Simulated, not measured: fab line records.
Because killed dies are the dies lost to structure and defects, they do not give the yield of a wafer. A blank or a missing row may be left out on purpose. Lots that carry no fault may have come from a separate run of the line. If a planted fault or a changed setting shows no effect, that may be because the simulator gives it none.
The same fault as seen by 3 desks    flow n5 finfet    only its own numbers are on each desk; what lay behind them is given at the end

== TOOL OWNER'S DESK, pecvd-04 ==
The tool's own readings at N5_BEOL_M9_PECVD_70 (deposits SiO2 from TEOS/O2, target thk 20 nm, time 22.7 s): means of the sampled wafers that have a number, for each lot that ran on this tool. Any lot whose mean is over 4 standard deviations away from the usual mean is out of limits and marked OUT; that distance is given in the brackets.
Columns: A = heater power w at N5_BEOL_M9_PECVD_70, usual 728 W; B = showerhead plenum p Torr at N5_BEOL_M9_PECVD_70, usual 8.78 Torr; C = susceptor temp C at N5_BEOL_M9_PECVD_70, usual 400.02 C; D = throttle valve pct at N5_BEOL_M9_PECVD_70, usual 22.5 %
lot   first seen here  A    B     C                 D
L897  day 11 13:49     692  8.71  400.12            22.9
L910  day 15 05:21     631  8.81  396.10 (-19) OUT  21.7
This desk's verdict: out of limits on L910, starting with L910 at day 15 05:21 (susceptor temp C at N5_BEOL_M9_PECVD_70). L897 stayed within limits.

== AT THE METROLOGY DESK ==
Lot by lot, what the gauges showed, no matter which tool ran the lot: averages of those sampled wafers that carry a number. Any lot whose mean is over 4 standard deviations away from the usual mean is out of limits and marked OUT; that distance is given in the brackets.
Columns: A = M8_THK at N5_BEOL_M8_THK_MEAS_53, usual 80.9 nm; B = M8_RS at N5_BEOL_M8_RS_MEAS_57, usual 0.287 ohm/sq; C = M9_ILD_THK at N5_BEOL_M9_THK_MEAS_01, usual 269 nm; D = cd nm at N5_BEOL_M9_CD_MEAS_11, usual 64.0 nm; E = M9_OVL at N5_BEOL_M9_OVL_MEAS_12, usual -0.2 nm; F = cd nm at N5_BEOL_M9_CD_MEAS_18, usual 69.9 nm
lot   first seen here  A     B      C    D     E     F
L897  day 11 13:00     81.8  0.282  268  63.5  -0.7  69.7
L902  day 13 04:20     84.0  0.274  268  64.0  1.0   70.0
L901  day 13 10:52     81.3  0.289  271  63.4  -0.3  69.7
L903  day 13 12:01     79.8  0.294  271  63.7  -0.2  69.2
L910  day 15 04:31     81.5  0.284  271  63.6  0.3   69.6
Finding of this desk: none of the 5 lots has anything out of limits.

== THE DEFECT DESK ==
Per lot, the means of the sampled wafers with a number show what the inspections along the route counted. Any lot whose mean is over 4 standard deviations away from the usual mean is out of limits and marked OUT; that distance is given in the brackets.
Columns: A = raw defect count at N5_BEOL_M8_INSPECT_58, usual 76; B = raw defect count at N5_BEOL_M9_INSPECT_13, usual 427
lot   first seen here  A    B
L897  day 11 13:10     80   395
L902  day 13 04:29     106  492
L901  day 13 11:03     45   347
L903  day 13 12:10     58   414
L910  day 15 04:41     109  455
Finding of this desk: none of the 5 lots has anything out of limits.

== PUT TOGETHER ==
At day 15 05:21, on L910, the tool owner's desk was in a position to raise an alarm.
At the metrology desk, nothing out of limits was observed.
The defect desk saw nothing out of limits.
The metrology desk has L910 on record, within its limits.
The defect desk has L910 on record, within its limits.
All the named lots went through N5_BEOL_M9_PECVD_70 on pecvd-04.

== WHAT HAD BEEN PUT IN BY THE SIMULATOR ==
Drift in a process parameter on pecvd-04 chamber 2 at N5_BEOL_M9_PECVD_70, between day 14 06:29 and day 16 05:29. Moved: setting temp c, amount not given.
Lots struck among those shown: L910.
How many hours passed from the start of the fault until each desk's first out-of-limits reading: the tool owner's desk, 23.
